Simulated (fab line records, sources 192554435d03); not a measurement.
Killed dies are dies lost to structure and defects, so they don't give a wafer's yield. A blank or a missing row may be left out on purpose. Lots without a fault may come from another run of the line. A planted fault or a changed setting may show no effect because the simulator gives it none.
Which tool did it? | flow n5_finfet | 10 lots, 30 wafers sampled, at 5 steps of a route of 1938

WHAT THE GAUGES READ, wafer by wafer
N5_STI_FIN_REVEAL_FIN_H_MEAS_10. Usual: trench_depth_nm 52.0 nm, standard deviation 0.94.
lot  | measured    | on     | trench_depth_nm (nm) | flag
L506 | day 3 02:13 | ocd-02 | 53.8 52.2 53.4       |
L508 | day 3 15:46 | ocd-01 | 54.0 51.8 53.5       |
L511 | day 4 08:53 | ocd-02 | 51.5 51.4 50.7       |
L512 | day 4 14:47 | ocd-02 | 51.5 50.9 51.1       |
L514 | day 5 00:33 | ocd-02 | 50.3 51.2 50.0       |
L516 | day 5 15:11 | ocd-02 | 54.0 51.7 51.6       |
L517 | day 5 19:41 | ocd-02 | 51.9 51.4 51.1       |
L520 | day 6 13:24 | ocd-02 | 53.7 53.3 53.4       |
L523 | day 7 08:47 | ocd-02 | 53.2 53.4 51.1       |
L525 | day 7 22:11 | ocd-01 | 53.9 53.7 52.3       |

N5_BEOL_M4_RC_MEAS_101. Usual: DIBL_N 36.0 mV/V, standard deviation 2.5; DIBL_P 36.7 mV/V, standard deviation 3; IOFF_N 0.16 nA/um, standard deviation 0.043; IOFF_P 0.21 nA/um, standard deviation 0.049; ION_N 673 uA/um, standard deviation 15; ION_P 461 uA/um, standard deviation 9.8; SS_N 71.5 mV/dec, standard deviation 0.83; SS_P 73.4 mV/dec, standard deviation 0.83; VT_N 250 mV, standard deviation 4; VT_P -251 mV, standard deviation 4.
lot  | measured     | on        | DIBL_N (mV/V)  | DIBL_P (mV/V)  | IOFF_N (nA/um) | IOFF_P (nA/um) | ION_N (uA/um) | ION_P (uA/um) | SS_N (mV/dec)  | SS_P (mV/dec)  | VT_N (mV)   | VT_P (mV)      | flag
L506 | day 8 12:34  | prober-02 | 36.6 38.3 34.3 | 37.3 38.7 34.4 | 0.18 0.20 0.13 | 0.19 0.22 0.16 | 697 686 676   | 468 459 463   | 71.9 72.2 70.9 | 74.1 74.5 73.0 | 248 247 254 | -254 -251 -255 |
L508 | day 8 18:52  | prober-01 | 29.9 35.4 32.0 | 30.0 36.9 32.9 | 0.09 0.16 0.11 | 0.13 0.22 0.17 | 677 671 675   | 470 467 475   | 69.7 71.6 71.5 | 71.6 72.5 71.8 | 256 245 254 | -257 -249 -250 |
L511 | day 9 20:40  | prober-02 | 30.3 31.6 36.3 | 32.5 34.5 39.7 | 0.10 0.12 0.23 | 0.14 0.16 0.26 | 645 651 681   | 441 453 464   | 71.2 70.9 73.6 | 71.8 72.6 73.7 | 256 252 244 | -257 -254 -246 |
L512 | day 10 00:22 | prober-01 | 38.4 35.0 36.9 | 38.0 35.9 38.2 | 0.19 0.13 0.16 | 0.23 0.19 0.23 | 673 665 664   | 462 456 460   | 72.0 71.3 72.0 | 74.1 73.1 74.3 | 252 254 252 | -251 -253 -250 |
L514 | day 10 04:03 | prober-02 | 39.0 37.1 34.3 | 38.4 37.8 34.8 | 0.18 0.15 0.12 | 0.22 0.21 0.18 | 668 665 651   | 457 455 456   | 72.6 71.9 70.4 | 74.4 73.5 73.2 | 251 251 254 | -251 -252 -255 |
L516 | day 10 21:15 | prober-02 | 34.1 34.7 35.0 | 31.4 31.3 31.5 | 0.12 0.11 0.13 | 0.19 0.18 0.20 | 685 651 662   | 473 455 466   | 70.1 71.0 70.8 | 72.6 72.2 72.7 | 253 256 254 | -250 -248 -248 |
L517 | day 10 23:24 | prober-01 | 38.8 33.3 36.1 | 38.2 32.8 35.0 | 0.19 0.10 0.14 | 0.23 0.16 0.18 | 687 648 654   | 462 446 446   | 72.6 70.9 72.4 | 74.1 72.7 73.5 | 248 258 253 | -250 -253 -251 |
L520 | day 12 06:11 | prober-01 | 34.1 37.5 33.7 | 34.3 37.5 34.6 | 0.12 0.18 0.12 | 0.15 0.20 0.17 | 682 693 666   | 458 462 460   | 70.1 72.1 71.0 | 72.9 74.3 73.0 | 251 249 253 | -257 -252 -252 |
L523 | day 13 00:16 | prober-02 | 33.7 35.5 37.5 | 35.3 37.1 38.7 | 0.12 0.15 0.17 | 0.17 0.19 0.20 | 674 679 666   | 458 461 445   | 71.4 71.3 72.2 | 72.8 73.7 74.1 | 255 250 253 | -256 -253 -252 |
L525 | day 13 17:27 | prober-01 | 36.2 35.2 38.7 | 37.5 35.9 40.4 | 0.17 0.15 0.22 | 0.23 0.21 0.29 | 690 686 685   | 470 475 466   | 71.2 71.5 72.0 | 73.6 72.8 74.1 | 246 250 244 | -248 -248 -246 |

WHICH TOOL RAN EACH LOT (tool, then ch and the chambers of the sampled wafers, then the start)
lot  | N5_STI_FIN_REVEAL_ETCHBACK_08     | N5_STI_FIN_REVEAL_OXIDATION_33      | N5_DUMMY_GATE_COAT_09
L506 | rie_diel-06 ch 2,3, day 2 23:16   | plasma_asher-02 ch 0,1, day 3 02:02 | litho_track-02 ch 0, day 3 10:35
L508 | rie_diel-06 ch 2,3, day 3 12:49   | plasma_asher-02 ch 0,1, day 3 15:35 | litho_track-04 ch 0, day 4 00:13
L511 | rie_diel-05 ch 2,3, day 4 05:54   | plasma_asher-02 ch 0,1, day 4 08:42 | litho_track-04 ch 0, day 4 17:11
L512 | rie_diel-04 ch 0,1, day 4 11:50   | plasma_asher-01 ch 0,1, day 4 14:37 | litho_track-01 ch 0, day 4 23:10
L514 | rie_diel-04 ch 0,1,2, day 4 21:34 | plasma_asher-02 ch 0,1, day 5 00:21 | litho_track-04 ch 0, day 5 10:08
L516 | rie_diel-06 ch 2,3, day 5 12:14   | plasma_asher-02 ch 0,1, day 5 14:59 | litho_track-04 ch 0, day 5 23:29
L517 | rie_diel-04 ch 1,3, day 5 16:32   | plasma_asher-01 ch 0,1, day 5 19:29 | litho_track-04 ch 0, day 6 04:01
L520 | rie_diel-05 ch 0,1, day 6 09:53   | plasma_asher-02 ch 0,1, day 6 13:13 | litho_track-02 ch 0, day 6 23:31
L523 | rie_diel-05 ch 1,2, day 7 03:42   | plasma_asher-02 ch 1, day 7 08:35   | litho_track-01 ch 0, day 7 18:55
L525 | rie_diel-06 ch 0,1,3, day 7 18:46 | plasma_asher-02 ch 0,1, day 7 22:01 | litho_track-01 ch 0, day 8 06:34
- N5_STI_FIN_REVEAL_ETCHBACK_08: etches SiO2 in C4F6/O2, target depth 30.5 nm, time 10.167 s.
- N5_STI_FIN_REVEAL_OXIDATION_33: chemistry O2 PLASMA REMOTE, time 20 s.
- N5_DUMMY_GATE_COAT_09: resist thk 30 nm.

WHAT THE TOOLS THEMSELVES READ (means of the sampled wafers that have a number; where no wafer has one, the mark that the record gives instead)
N5_STI_FIN_REVEAL_ETCHBACK_08. Usual: bias_w 185.0 W, standard deviation 0.58; drypump_motor_current_A 5.7 A, standard deviation 0.43; oes_product_au 0.76 a.u., standard deviation 0.089; rf_vpp_V 658 V, standard deviation 14; showerhead_plenum_p_Torr 2.81 Torr, standard deviation 0.096; throttle_valve_pct 21.11 %, standard deviation 0.27.
lot  | tool        | bias_w (W) | drypump_motor_current_A (A) | oes_product_au (a.u.) | rf_vpp_V (V) | showerhead_plenum_p_Torr (Torr) | throttle_valve_pct (%) | flag
L506 | rie_diel-06 | 184.7      | 6.1                         | 0.92                  | 649          | 2.74                            | 20.85                  |
L508 | rie_diel-06 | 184.5      | 6.2                         | 0.90                  | 649          | 2.74                            | 20.86                  |
L511 | rie_diel-05 | 184.8      | 5.3                         | 0.71                  | 654          | 2.93                            | 21.22                  |
L512 | rie_diel-04 | 186.0      | 5.5                         | 0.71                  | 654          | 2.73                            | 20.95                  |
L514 | rie_diel-04 | 184.8      | 5.5                         | 0.72                  | 651          | 2.80                            | 20.99                  |
L516 | rie_diel-06 | 184.7      | 5.8                         | 0.80                  | 668          | 2.71                            | 20.94                  |
L517 | rie_diel-04 | 184.9      | 5.3                         | 0.79                  | 655          | 2.75                            | 20.69                  |
L520 | rie_diel-05 | 185.2      | 5.8                         | 0.77                  | 671          | 2.75                            | 21.27                  |
L523 | rie_diel-05 | 184.7      | 5.7                         | 0.83                  | 658          | 2.86                            | 20.99                  |
L525 | rie_diel-06 | 184.9      | 6.4                         | 0.77                  | 652          | 2.78                            | 21.26                  |

N5_STI_FIN_REVEAL_OXIDATION_33. Usual: drypump_motor_current_A 5.75 A, standard deviation 0.22; heater_power_w 145 W, standard deviation 13.
lot  | tool            | drypump_motor_current_A (A) | heater_power_w (W) | flag
L506 | plasma_asher-02 | 5.69                        | 149                |
L508 | plasma_asher-02 | 5.69                        | 146                |
L511 | plasma_asher-02 | 5.68                        | 145                |
L512 | plasma_asher-01 | 5.72                        | 142                |
L514 | plasma_asher-02 | 5.69                        | 148                |
L516 | plasma_asher-02 | 5.75                        | 140                |
L517 | plasma_asher-01 | 5.72                        | 141                |
L520 | plasma_asher-02 | 5.74                        | 139                |
L523 | plasma_asher-02 | 5.60                        | 155                |
L525 | plasma_asher-02 | 5.67                        | 146                |

N5_DUMMY_GATE_COAT_09. Usual: exhaust_pa 45.2 Pa, standard deviation 0.75; spin_speed_rpm 1499.8 rpm, standard deviation 1.1.
lot  | tool           | exhaust_pa (Pa) | spin_speed_rpm (rpm) | flag
L506 | litho_track-02 | 45.0            | 1499.2               |
L508 | litho_track-04 | 44.6            | 1500.0               |
L511 | litho_track-04 | 45.0            | 1500.2               |
L512 | litho_track-01 | 44.7            | 1500.1               |
L514 | litho_track-04 | 44.5            | 1466.4               | OFF
L516 | litho_track-04 | 46.4            | 1465.7               | OFF
L517 | litho_track-04 | 45.8            | 1466.9               | OFF
L520 | litho_track-02 | 45.3            | 1499.8               |
L523 | litho_track-01 | 45.9            | 1501.5               |
L525 | litho_track-01 | 45.4            | 1500.2               |

THE ANSWER, worked out from the rows above alone
Rule: a lot is off if the mean of its wafers that have a number lies more than 3 standard deviations from the usual mean. A lot without any number at a reading at which 4 lots or more have one is off too. The other lots that the step has rows for count as sound. The gauges are gone through in route order, then the tools' own readings, and for those a lot's mean is taken as printed above. The first step at which some lot is off is used, and at that step the reading that is off furthest; a lot without a number counts as furthest.
Off: L514, L516, L517, at N5_DUMMY_GATE_COAT_09 (spin_speed_rpm).
A tool fits if, at that step or a process step before it, it ran every lot that is off, and no sound lot after the first of them. One fits: litho_track-04 at N5_DUMMY_GATE_COAT_09. Its last sound lot is L511 (day 4 17:11), its first lot that is off L514 (day 5 10:08): a fault that began between those two fits.
The tool's own readings at N5_DUMMY_GATE_COAT_09 bear it out: on the lots that are off they differ by more than 5 times the standard deviation of the sound lots' means. spin_speed_rpm reads 1466.3 rpm there against 1500.1 rpm on the sound lots.

WHAT THE SIMULATOR HAD PUT IN
Process parameter drift: litho_track-04, from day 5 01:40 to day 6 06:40, at N5_DUMMY_GATE_COAT_09. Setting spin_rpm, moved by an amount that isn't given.
Lots struck among those shown: L514, L516, L517. The rule above found the same.
